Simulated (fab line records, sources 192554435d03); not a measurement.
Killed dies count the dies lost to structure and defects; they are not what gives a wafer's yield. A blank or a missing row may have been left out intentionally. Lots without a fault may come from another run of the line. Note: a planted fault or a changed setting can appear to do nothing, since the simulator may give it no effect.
fab line records -- flow n5_finfet -- part 1 of 2: steps 1 to 16 of 29
record: lots: 5, wafers: 15, last_day: 17
route steps=1938 shown SD_EPI_N@266
lots that met no fault: taken from a fault-free run of the same line
start_h: hours from the record's first day to the start of the lot's first wafer shown -- wait_h: time in hours since the lot's previous step -- " same as the row above -- L1.1+2: one row covering several wafers at once -- - no value present, or no start provided -- * or withheld: withheld -- < > ~ a bound
route shown NAME@n: NAME is a module with steps in the file, n the number in the route of the first one -- usual: average and standard deviation across the fault-free wafers -- same: alike in all rows -- chamber/n: place in a boat -- sites: each site's reading -- _std_site: standard deviation of those values -- _edge_site: inner sites' mean taken away from outer sites' mean -- radius_mm: how far each site lies from the wafer's centre -- mask NAME#n: copy n -- behind: tool/chamber where the wafer was last shaped -- hold: why the lot went on hold/how many hours it stayed there/how the hold came to an end -- device: which transistor (n, p or np) failed to switch -- end of line: tests of these same wafers at the route's end -- a step without rows: its recipe alone -- killed: dies that structure and defects cost at the first sort, which is not the same as the wafer's yield -- map: a wafer's dies, marking killed ones x, the rest . and places with no die _
set.NAME: the run value of the setting; set.NAME@STEP: its run value at that earlier step -- model.NAME: the simulator's own value behind a step, which no gauge read
certain route steps with their lots: each step a table, each wafer a row
services: a tool's chamber out of use, with start hour (start_h, from the record's first day; less than 0 if before it), hours out, and reason
== steps ==
step: N5_SD_EPI_N_SOFTBAKE_04
recipe: temp_c: 110, time_s: 60, resist: CAR-ArF-block
usual: resist_line_temp_C: 23.02/0.098
lot.wafer,tool,chamber,start_h,wait_h,resist_line_temp_C
L075.1,litho_track-02,0,-,-,22.93
L075.2,litho_track-02,0,-,-,23.08
L075.4,litho_track-02,0,-,-,22.99
L081.3,litho_track-03,0,-,-,23.10
L081.4,litho_track-03,0,-,-,23.10
L081.6,litho_track-03,0,-,-,23.02
L082.1,litho_track-05,0,-,-,23.09
L082.3,litho_track-05,0,-,-,23.15
L082.6,litho_track-05,0,-,-,23.01
L085.1,litho_track-05,0,-,-,23.12
L085.3,litho_track-05,0,-,-,23.12
L085.4,litho_track-05,0,-,-,23.10
L096.2,litho_track-05,0,-,-,22.94
L096.4,litho_track-05,0,-,-,23.13
L096.6,litho_track-05,0,-,-,23.03
step: N5_SD_EPI_N_EXPOSE_06
recipe: mask_id: SD_N_BLK, na: 1.35, source_shape: conventional, sigma_outer: 0.8, polarization: unpolarized, target_cd_nm: 120, dose_mj: 39.75
usual: focus_offset_nm: -0.1/0.49
lot.wafer,tool,chamber,start_h,wait_h,mask,focus_offset_nm
L075.1,arfi_scanner-01,0,56.23,-,SD_N_BLK#0,-0.6
L075.2,arfi_scanner-01,0,56.23,-,SD_N_BLK#0,-0.2
L075.4,arfi_scanner-01,0,56.23,-,SD_N_BLK#0,-0.3
L081.3,arfi_scanner-01,0,93.73,-,SD_N_BLK#0,-0.9
L081.4,arfi_scanner-01,0,93.73,-,SD_N_BLK#0,0.1
L081.6,arfi_scanner-01,0,93.73,-,SD_N_BLK#0,-0.1
L082.1,arfi_scanner-03,0,97.42,-,SD_N_BLK#0,0.2
L082.3,arfi_scanner-03,0,97.42,-,SD_N_BLK#0,-0.5
L082.6,arfi_scanner-03,0,97.42,-,SD_N_BLK#0,-0.2
L085.1,arfi_scanner-03,0,114.78,-,SD_N_BLK#0,-0.3
L085.3,arfi_scanner-03,0,114.78,-,SD_N_BLK#0,0.6
L085.4,arfi_scanner-03,0,114.78,-,SD_N_BLK#0,-0.1
L096.2,arfi_scanner-01,0,181.87,-,SD_N_BLK#0,0.3
L096.4,arfi_scanner-01,0,181.87,-,SD_N_BLK#0,0.2
L096.6,arfi_scanner-01,0,181.87,-,SD_N_BLK#0,0.5
step: N5_SD_EPI_N_PEB_07
recipe: peb_temp_c: 110, peb_time_s: 60, resist: CAR-ArF-block
usual: resist_line_temp_C: 23.03/0.12
lot.wafer,tool,chamber,start_h,wait_h,resist_line_temp_C
L075.1,litho_track-02,0,56.29,0.1,23.15
L075.2,litho_track-02,0,56.29,0.1,23.08
L075.4,litho_track-02,0,56.29,0.1,23.21
L081.3,litho_track-03,0,93.78,0.0,23.07
L081.4,litho_track-03,0,93.78,0.0,23.19
L081.6,litho_track-03,0,93.78,0.0,23.04
L082.1,litho_track-05,0,97.48,0.1,23.00
L082.3,litho_track-05,0,97.48,0.1,23.02
L082.6,litho_track-05,0,97.48,0.1,22.96
L085.1,litho_track-02,0,114.84,0.1,23.29
L085.3,litho_track-02,0,114.84,0.1,23.02
L085.4,litho_track-02,0,114.84,0.1,23.15
L096.2,litho_track-02,0,181.93,0.0,23.04
L096.4,litho_track-02,0,181.93,0.0,22.96
L096.6,litho_track-02,0,181.93,0.0,23.03
step: N5_SD_EPI_N_DEVELOP_08
recipe: develop_time_s: 30, developer: TMAH, resist: CAR-ArF-block, dev_temp_c: 23, rinse_liquid: diw, dry: air_spin
usual: resist_line_temp_C: 23.01/0.12
lot.wafer,tool,chamber,start_h,wait_h,resist_line_temp_C
L075.1,litho_track-02,0,-,-,22.93
L075.2,litho_track-02,0,-,-,23.04
L075.4,litho_track-02,0,-,-,22.99
L081.3,litho_track-03,0,-,-,23.05
L081.4,litho_track-03,0,-,-,22.99
L081.6,litho_track-03,0,-,-,23.05
L082.1,litho_track-05,0,-,-,23.25
L082.3,litho_track-05,0,-,-,23.22
L082.6,litho_track-05,0,-,-,23.28
L085.1,litho_track-02,0,-,-,23.12
L085.3,litho_track-02,0,-,-,23.24
L085.4,litho_track-02,0,-,-,23.18
L096.2,litho_track-02,0,-,-,22.99
L096.4,litho_track-02,0,-,-,23.06
L096.6,litho_track-02,0,-,-,23.10
step: N5_SD_EPI_N_CD_MEAS_09
recipe: target_cd_nm: 120, landing_energy_ev: 500, detector: se_inlens
usual: cd_nm: 120.1/0.6
lot.wafer,tool,chamber,start_h,wait_h,cd_nm
L075.1,cd_sem-01,0,56.36,-,120.2
L075.2,cd_sem-01,0,56.36,-,121.0
L075.4,cd_sem-01,0,56.36,-,120.3
L081.3,cd_sem-01,0,93.85,-,120.8
L081.4,cd_sem-01,0,93.85,-,120.3
L081.6,cd_sem-01,0,93.85,-,120.5
L082.1,cd_sem-01,0,97.54,-,121.1
L082.3,cd_sem-01,0,97.54,-,120.2
L082.6,cd_sem-01,0,97.54,-,120.7
L085.1,cd_sem-02,0,114.91,-,120.7
L085.3,cd_sem-02,0,114.91,-,120.7
L085.4,cd_sem-02,0,114.91,-,119.9
L096.2,cd_sem-02,0,181.99,-,120.9
L096.4,cd_sem-02,0,181.99,-,119.5
L096.6,cd_sem-02,0,181.99,-,120.3
step: N5_SD_EPI_N_OVL_MEAS_10
recipe: points_per_wafer: 44
usual: SD_N_BLK_OVL: 0.2/0.83
lot.wafer,tool,chamber,start_h,wait_h,SD_N_BLK_OVL[nm]
L075.1,overlay-01,0,56.39,0.0,0.8
L075.2,overlay-01,0,56.39,0.0,0.5
L075.4,overlay-01,0,56.39,0.0,1.1
L081.3,overlay-01,0,93.91,0.1,0.5
L081.4,overlay-01,0,93.91,0.1,0.1
L081.6,overlay-01,0,93.91,0.1,0.2
L082.1,overlay-02,0,97.57,0.0,0.2
L082.3,overlay-02,0,97.57,0.0,1.5
L082.6,overlay-02,0,97.57,0.0,1.8
L085.1,overlay-01,0,114.94,0.0,1.1
L085.3,overlay-01,0,114.94,0.0,1.5
L085.4,overlay-01,0,114.94,0.0,1.3
L096.2,overlay-02,0,182.02,0.0,0.2
L096.4,overlay-02,0,182.02,0.0,0.8
L096.6,overlay-02,0,182.02,0.0,1.1
step: N5_SD_EPI_N_INSPECT_11
recipe: mode: adi, inspect_instrument: macro
usual: raw_defect_count: 2.1/1.5
lot.wafer,tool,chamber,start_h,wait_h,raw_defect_count
L075.1,defect_inspect-01,-,56.41,0.0,3
L075.2,defect_inspect-01,-,56.41,0.0,4
L075.4,defect_inspect-01,-,56.41,0.0,3
L081.3,defect_inspect-01,-,93.94,0.0,1
L081.4,defect_inspect-01,-,93.94,0.0,2
L081.6,defect_inspect-01,-,93.94,0.0,2
L082.1,defect_inspect-02,-,97.60,0.0,3
L082.3,defect_inspect-02,-,97.60,0.0,3
L082.6,defect_inspect-02,-,97.60,0.0,1
L085.1,defect_inspect-02,-,114.96,0.0,1
L085.3,defect_inspect-02,-,114.96,0.0,4
L085.4,defect_inspect-02,-,114.96,0.0,2
L096.2,defect_inspect-01,-,182.05,0.0,1
L096.4,defect_inspect-01,-,182.05,0.0,3
L096.6,defect_inspect-01,-,182.05,0.0,2
step: N5_SD_EPI_N_DESCUM_14
recipe: chemistry: O2, time_s: 7.9, source_power_w: 50, bias_power_w: 20, pressure_mtorr: 20, rf_frequency_hz: 2.712e+07, temp_c: 40, resist: CAR-ArF-block, o2_flow_sccm: 225
usual: chamber_pressure_mTorr: 20.003/0.024, drypump_motor_current_A: 5.8/0.45, oes_product_au: 0.81/0.075, rf_vpp_V: 243.4/1.3, showerhead_plenum_p_Torr: 2.11/0.068, throttle_valve_pct: 20.50/0.25
lot.wafer,tool,chamber,start_h,wait_h,chamber_pressure_mTorr,drypump_motor_current_A,oes_product_au,rf_hours_counter_h,rf_vpp_V,showerhead_plenum_p_Torr,throttle_valve_pct
L075.1,rie_diel-06,1,56.97,0.6,20.029,5.8,0.88,41,241.9,2.04,20.60
L075.2,rie_diel-06,2,56.97,0.6,19.985,6.8,0.78,133,243.5,2.10,20.79
L075.4,rie_diel-06,3,56.97,0.6,20.008,5.4,0.90,42,243.7,2.13,20.20
L081.3,rie_diel-06,2,93.97,0.0,20.001,6.8,0.77,146,243.1,2.09,20.81
L081.4,rie_diel-06,3,93.97,0.0,20.016,5.4,0.87,56,244.9,2.13,20.19
L081.6,rie_diel-06,2,93.97,0.0,20.025,6.8,0.78,-,242.5,2.09,20.81
L082.1,rie_diel-01,1,97.69,0.1,20.005,5.5,0.85,76,244.5,2.12,20.04
L082.3,rie_diel-01,0,97.69,0.1,19.989,5.4,0.97,2,242.9,2.05,20.61
L082.6,rie_diel-01,1,97.69,0.1,20.010,5.5,0.85,-,243.7,2.12,20.06
L085.1,rie_diel-01,1,115.36,0.4,20.005,5.5,0.84,83,242.4,2.12,20.05
L085.3,rie_diel-01,2,115.36,0.4,19.960,5.9,0.75,163,245.6,2.18,20.62
L085.4,rie_diel-01,3,115.36,0.4,20.008,6.1,0.68,242,243.2,2.05,20.27
L096.2,rie_diel-01,1,182.08,0.0,20.026,5.5,0.82,110,243.0,2.11,20.09
L096.4,rie_diel-01,3,182.08,0.0,19.992,6.1,0.94,7,241.4,2.04,19.92
L096.6,rie_diel-01,1,182.08,0.0,20.012,5.5,0.81,-,244.6,2.11,20.09
step: N5_SD_EPI_N_ETCH_34
recipe: chemistry: CF4, target: SiARC, target_depth_a: 455, mask_material: CAR-ArF-block, time_s: 75.8, ion_energy_ev: 80, pressure_mtorr: 40, source_w: 545, bias_w: 36, Ar_flow_sccm: 100, cf4_flow_sccm: 100, ends: cleared
usual: chamber_pressure_mTorr: 40.00/0.037, drypump_motor_current_A: 5.8/0.45, etch_rf_on_time_s: 75.7/1.4, mfc_ar_sccm: 99.97/0.26, oes_product_au: 0.69/0.065, rf_vpp_V: 184.2/1.1, showerhead_plenum_p_Torr: 2.16/0.063, throttle_valve_pct: 15.67/0.26
lot.wafer,tool,chamber,start_h,wait_h,chamber_pressure_mTorr,drypump_motor_current_A,etch_rf_on_time_s,mfc_ar_sccm,oes_product_au,rf_hours_counter_h,rf_vpp_V,showerhead_plenum_p_Torr,throttle_valve_pct
L075.1,rie_diel-06,1,57.00,0.0,40.03,5.8,74.8,99.67,0.75,41,183.5,2.09,15.73
L075.2,rie_diel-06,2,57.00,0.0,40.00,6.8,75.7,99.99,0.67,133,185.2,2.15,16.01
L075.4,rie_diel-06,3,57.00,0.0,40.00,5.4,73.4,100.17,0.78,42,185.5,2.18,15.34
L081.3,rie_diel-06,2,94.01,0.0,40.02,6.8,75.4,100.03,0.66,146,185.3,2.15,16.04
L081.4,rie_diel-06,3,94.01,0.0,39.96,5.4,73.3,99.60,0.76,56,184.2,2.17,15.36
L081.6,rie_diel-06,2,94.01,0.0,40.03,6.8,76.0,100.16,0.66,-,184.6,2.15,16.02
L082.1,rie_diel-01,1,97.73,0.0,39.97,5.5,73.4,100.22,0.74,76,184.0,2.17,15.21
L082.3,rie_diel-01,0,97.73,0.0,39.91,5.5,74.6,100.07,0.83,2,183.9,2.11,15.76
L082.6,rie_diel-01,1,97.73,0.0,40.05,5.5,73.8,99.57,0.73,-,184.0,2.17,15.21
L085.1,rie_diel-01,1,115.40,0.0,40.03,5.5,73.0,100.14,0.73,83,183.8,2.17,15.21
L085.3,rie_diel-01,2,115.40,0.0,39.98,5.9,75.4,99.82,0.64,163,185.5,2.23,15.75
L085.4,rie_diel-01,3,115.40,0.0,40.02,6.1,76.8,99.93,0.57,242,183.3,2.11,15.60
L096.2,rie_diel-01,1,182.12,0.0,39.98,5.5,73.5,99.81,0.70,110,184.3,2.16,15.27
L096.4,rie_diel-01,3,182.12,0.0,40.01,6.1,74.2,99.91,0.80,7,183.1,2.10,15.12
L096.6,rie_diel-01,1,182.12,0.0,40.03,5.5,72.6,100.03,0.71,-,184.7,2.16,15.26
step: N5_SD_EPI_N_ETCH_35
recipe: chemistry: N2/H2, target: SOC, overetch_a: 1080, mask_material: SiARC, temp_c: 40, ion_energy_ev: 100, source_w: 3000, bias_w: 133, pressure_mtorr: 20, time_s: 486, n2_flow_sccm: 200, h2_flow_sccm: 200
usual: chamber_pressure_mTorr: 20.000/0.02, drypump_motor_current_A: 5.8/0.45, oes_product_au: 0.72/0.064, rf_vpp_V: 240.9/1.3, showerhead_plenum_p_Torr: 2.56/0.079, throttle_valve_pct: 23.9/0.34
lot.wafer,tool,chamber,start_h,wait_h,chamber_pressure_mTorr,drypump_motor_current_A,oes_product_au,rf_hours_counter_h,rf_vpp_V,showerhead_plenum_p_Torr,throttle_valve_pct
L075.1,rie_diel-06,1,57.06,0.0,19.987,5.8,0.78,41,239.0,2.47,24.2
L075.2,rie_diel-06,2,57.06,0.0,20.011,6.8,0.70,133,241.4,2.54,23.9
L075.4,rie_diel-06,3,57.06,0.0,19.993,5.4,0.80,42,241.1,2.58,23.6
L081.3,rie_diel-06,2,94.06,0.0,19.968,6.8,0.70,146,241.3,2.53,23.9
L081.4,rie_diel-06,3,94.06,0.0,19.987,5.4,0.78,56,240.3,2.58,23.6
L081.6,rie_diel-06,2,94.06,0.0,19.995,6.8,0.69,-,242.1,2.53,23.9
L082.1,rie_diel-01,1,97.78,0.0,20.005,5.5,0.75,76,242.4,2.57,23.4
L082.3,rie_diel-01,0,97.78,0.0,20.028,5.5,0.87,2,241.6,2.50,24.4
L082.6,rie_diel-01,1,97.78,0.0,20.028,5.5,0.76,-,240.5,2.57,23.4
L085.1,rie_diel-01,1,115.46,0.0,20.020,5.5,0.74,83,241.0,2.57,23.4
L085.3,rie_diel-01,2,115.46,0.0,20.016,5.9,0.66,163,241.5,2.65,24.3
L085.4,rie_diel-01,3,115.46,0.0,19.983,6.1,0.61,242,240.1,2.50,23.6
L096.2,rie_diel-01,1,182.17,0.0,19.998,5.5,0.72,110,240.8,2.56,23.4
L096.4,rie_diel-01,3,182.17,0.0,19.986,6.1,0.83,7,239.5,2.49,23.2
L096.6,rie_diel-01,1,182.17,0.0,20.014,5.5,0.72,-,240.0,2.56,23.4
step: N5_SD_EPI_N_STRIP_36
recipe: chemistry: N2/H2, temp_c: 40, n2_flow_sccm: 200, h2_flow_sccm: 200, rf_frequency_hz: 6e+07
lot.wafer,tool,chamber,start_h,wait_h
L075.1+2+4,rie_diel-06,"1,2,3",57.37,0.2
L081.3+4+6,rie_diel-06,"2,3,2",94.38,0.2
L082.1+3+6,rie_diel-01,"1,0,1",98.10,0.2
L085.1+3+4,rie_diel-01,"1,2,3",115.77,0.2
L096.2+4+6,rie_diel-01,"1,3,1",182.49,0.2
step: N5_SD_EPI_N_ETCHBACK_44
recipe: chemistry: CH3F/O2, mode: anisotropic_etchback, target: SiNx, target_depth_a: 145, stop_on: SiO2, over_etch_frac: 0.3, ion_energy_ev: 120, pressure_mtorr: 30, source_w: 395, bias_w: 73, Ar_flow_sccm: 150, CH3F_flow_sccm: 30, O2_flow_sccm: 20
usual: chamber_pressure_mTorr: 30.001/0.029, drypump_motor_current_A: 5.8/0.45, mfc_ar_sccm: 150.0/0.44, oes_product_au: 0.69/0.061, rf_vpp_V: 298.2/2.1, showerhead_plenum_p_Torr: 2.02/0.061, throttle_valve_pct: 16.40/0.26
lot.wafer,tool,chamber,start_h,wait_h,chamber_pressure_mTorr,drypump_motor_current_A,mfc_ar_sccm,oes_product_au,rf_hours_counter_h,rf_vpp_V,showerhead_plenum_p_Torr,throttle_valve_pct
L075.1,rie_diel-06,1,57.38,0.0,29.966,5.8,149.8,0.75,41,296.7,1.95,16.49
L075.2,rie_diel-06,2,57.38,0.0,30.028,6.8,150.1,0.66,133,300.3,2.01,16.75
L075.4,rie_diel-06,3,57.38,0.0,30.002,5.4,150.3,0.76,42,299.8,2.04,16.10
L081.3,rie_diel-06,2,94.39,0.0,29.961,6.8,150.2,0.66,146,299.7,2.01,16.79
L081.4,rie_diel-06,3,94.39,0.0,29.958,5.4,149.6,0.74,56,299.8,2.03,16.12
L081.6,rie_diel-06,2,94.39,0.0,29.969,6.9,149.2,0.66,-,300.6,2.01,16.79
L082.1,rie_diel-01,1,98.11,0.0,29.984,5.5,150.1,0.72,77,296.6,2.03,15.92
L082.3,rie_diel-01,0,98.11,0.0,29.968,5.4,150.4,0.82,2,298.2,1.97,16.51
L082.6,rie_diel-01,1,98.11,0.0,30.017,5.5,150.4,0.72,-,295.9,2.03,15.94
L085.1,rie_diel-01,1,115.78,0.0,29.977,5.5,149.9,0.71,83,295.9,2.02,15.97
L085.3,rie_diel-01,2,115.78,0.0,30.059,5.9,149.7,0.64,163,302.7,2.08,16.47
L085.4,rie_diel-01,3,115.78,0.0,29.982,6.1,150.5,0.58,242,296.9,1.96,16.29
L096.2,rie_diel-01,1,182.50,0.0,30.005,5.5,149.7,0.69,110,297.2,2.02,15.99
L096.4,rie_diel-01,3,182.50,0.0,29.992,6.1,149.3,0.79,7,297.8,1.96,15.84
L096.6,rie_diel-01,1,182.50,0.0,29.998,5.5,150.1,0.69,-,295.2,2.02,16.01
step: N5_SD_EPI_N_ETCH_45
recipe: chemistry: CH3F/O2, target: SiOCN, target_depth_a: 60, mask_material: SOC, ion_energy_ev: 60, bias_w: 29, pressure_mtorr: 15, source_w: 410, Ar_flow_sccm: 150, CH3F_flow_sccm: 30, O2_flow_sccm: 20
usual: chamber_pressure_mTorr: 14.999/0.015, drypump_motor_current_A: 5.8/0.45, mfc_ar_sccm: 150.0/0.42, oes_product_au: 0.81/0.076, rf_vpp_V: 127.7/1, showerhead_plenum_p_Torr: 2.01/0.061, throttle_valve_pct: 23.41/0.27
lot.wafer,tool,chamber,start_h,wait_h,chamber_pressure_mTorr,drypump_motor_current_A,mfc_ar_sccm,oes_product_au,rf_hours_counter_h,rf_vpp_V,showerhead_plenum_p_Torr,throttle_valve_pct
L075.1,rie_diel-06,1,57.48,0.1,15.012,5.8,149.9,0.88,41,126.2,1.95,23.60
L075.2,rie_diel-06,2,57.48,0.1,14.991,6.8,149.6,0.78,133,127.9,2.01,23.77
L075.4,rie_diel-06,3,57.48,0.1,15.018,5.4,149.9,0.91,42,127.4,2.03,23.13
L081.3,rie_diel-06,2,94.49,0.1,14.974,6.8,149.7,0.78,147,127.2,2.00,23.78
L081.4,rie_diel-06,3,94.49,0.1,15.010,5.5,149.7,0.87,56,127.5,2.03,23.15
L081.6,rie_diel-06,2,94.49,0.1,14.979,6.8,150.0,0.77,-,128.8,2.00,23.78
L082.1,rie_diel-01,1,98.21,0.1,15.014,5.5,150.1,0.85,77,127.4,2.02,22.93
L082.3,rie_diel-01,0,98.21,0.1,14.976,5.5,150.1,0.97,2,125.2,1.96,23.65
L082.6,rie_diel-01,1,98.21,0.1,14.975,5.5,150.5,0.85,-,127.1,2.02,22.92
L085.1,rie_diel-01,1,115.88,0.1,14.981,5.5,149.7,0.85,83,126.9,2.02,22.93
L085.3,rie_diel-01,2,115.88,0.1,15.014,5.9,149.9,0.75,163,128.4,2.08,23.52
L085.4,rie_diel-01,3,115.88,0.1,14.989,6.1,150.6,0.67,242,126.4,1.96,23.15
L096.2,rie_diel-01,1,182.60,0.1,14.989,5.5,149.6,0.81,110,126.7,2.01,22.97
L096.4,rie_diel-01,3,182.60,0.1,14.989,6.1,150.3,0.92,7,128.0,1.95,22.83
L096.6,rie_diel-01,1,182.60,0.1,14.993,5.5,150.0,0.81,-,128.6,2.01,22.97
step: N5_SD_EPI_N_ETCH_16
recipe: chemistry: CHF3/O2, target: SiO2, target_depth_a: 50, mask_material: SOC, pressure_mtorr: 30, source_w: 650, bias_w: 170, Ar_flow_sccm: 200, CHF3_flow_sccm: 50, O2_flow_sccm: 5, ion_energy_ev: 200
usual: chamber_pressure_mTorr: 30.000/0.027, drypump_motor_current_A: 5.8/0.45, mfc_ar_sccm: 200.0/0.6, oes_product_au: 0.81/0.076, rf_vpp_V: 525/3.7, showerhead_plenum_p_Torr: 2.43/0.071, throttle_valve_pct: 18.97/0.26
lot.wafer,tool,chamber,start_h,wait_h,chamber_pressure_mTorr,drypump_motor_current_A,mfc_ar_sccm,oes_product_au,rf_hours_counter_h,rf_vpp_V,showerhead_plenum_p_Torr,throttle_valve_pct
L075.1,rie_diel-06,1,57.58,0.1,30.001,5.8,200.0,0.88,41,520,2.35,19.09
L075.2,rie_diel-06,2,57.58,0.1,30.001,6.8,199.6,0.78,133,529,2.42,19.31
L075.4,rie_diel-06,3,57.58,0.1,30.015,5.4,200.4,0.91,42,529,2.46,18.69
L081.3,rie_diel-06,2,94.59,0.1,29.955,6.8,200.7,0.78,147,528,2.42,19.33
L081.4,rie_diel-06,3,94.59,0.1,29.980,5.4,199.7,0.88,56,528,2.45,18.72
L081.6,rie_diel-06,2,94.59,0.1,30.005,6.8,200.7,0.77,-,528,2.42,19.35
L082.1,rie_diel-01,1,98.31,0.1,30.059,5.5,199.9,0.85,77,524,2.44,18.47
L082.3,rie_diel-01,0,98.31,0.1,30.024,5.5,201.0,0.97,2,526,2.38,19.14
L082.6,rie_diel-01,1,98.31,0.1,30.001,5.5,199.4,0.85,-,522,2.44,18.45
L085.1,rie_diel-01,1,115.98,0.1,29.981,5.5,199.5,0.84,83,523,2.44,18.48
L085.3,rie_diel-01,2,115.98,0.1,29.952,5.9,200.6,0.75,163,532,2.50,19.04
L085.4,rie_diel-01,3,115.98,0.1,29.995,6.1,199.4,0.67,242,525,2.37,18.80
L096.2,rie_diel-01,1,182.70,0.1,30.006,5.5,199.1,0.82,110,520,2.43,18.54
L096.4,rie_diel-01,3,182.70,0.1,30.024,6.1,199.8,0.93,7,525,2.36,18.42
L096.6,rie_diel-01,1,182.70,0.1,29.986,5.6,200.0,0.81,-,522,2.43,18.52
step: N5_SD_EPI_N_STRIP_47
recipe: chemistry: CHF3/O2, resist: SiARC, rf_frequency_hz: 6e+07
lot.wafer,tool,chamber,start_h,wait_h
L075.1+2+4,rie_diel-06,"1,2,3",57.62,0.0
L081.3+4+6,rie_diel-06,"2,3,2",94.63,0.0
L082.1+3+6,rie_diel-01,"1,0,1",98.35,0.0
L085.1+3+4,rie_diel-01,"1,2,3",116.02,0.0
L096.2+4+6,rie_diel-01,"1,3,1",182.74,0.0
step: N5_SD_EPI_N_SD_RECESS_17
recipe: chemistry: HBr/Cl2/O2, target_depth_a: 410, mask_material: SOC, time_s: 23.7, bt_time_s: 3, pressure_mtorr: 10, icp_w: 800, bias_w: 112, HBr_flow_sccm: 150, Cl2_flow_sccm: 80, O2_flow_sccm: 12
usual: chamber_pressure_mTorr: 10.001/0.0095, drypump_motor_current_A: 6.0/0.39, oes_product_au: 0.992/0.013, throttle_valve_pct: 37.09/0.24
lot.wafer,tool,chamber,start_h,wait_h,chamber_pressure_mTorr,drypump_motor_current_A,oes_product_au,rf_hours_counter_h,throttle_valve_pct
L075.1,rie_si-05,1,57.65,0.0,9.997,6.0,0.977,7,37.52
L075.2,rie_si-05,0,57.65,0.0,9.995,5.7,0.968,66,36.87
L075.4,rie_si-05,3,57.65,0.0,10.021,5.8,0.981,158,37.10
L081.3,rie_si-02,3,94.66,0.0,9.987,5.8,0.992,30,37.20
L081.4,rie_si-02,2,94.66,0.0,10.008,5.6,0.979,39,37.31
L081.6,rie_si-02,3,94.66,0.0,10.000,5.8,0.987,-,37.20
L082.1,rie_si-01,1,98.38,0.0,10.015,6.0,1.015,7,37.28
L082.3,rie_si-01,2,98.38,0.0,10.011,5.9,0.995,162,36.81
L082.6,rie_si-01,2,98.38,0.0,9.985,5.9,0.997,-,36.82
L085.1,rie_si-02,3,116.05,0.0,10.001,5.8,0.983,30,37.21
L085.3,rie_si-02,1,116.05,0.0,10.000,6.4,0.999,60,37.14
L085.4,rie_si-02,2,116.05,0.0,9.984,5.7,0.974,39,37.32
L096.2,rie_si-02,3,182.77,0.0,9.995,5.8,0.981,32,37.22
L096.4,rie_si-02,2,182.77,0.0,9.976,5.6,0.977,40,37.32
L096.6,rie_si-02,0,182.77,0.0,9.992,5.1,0.991,-,37.18
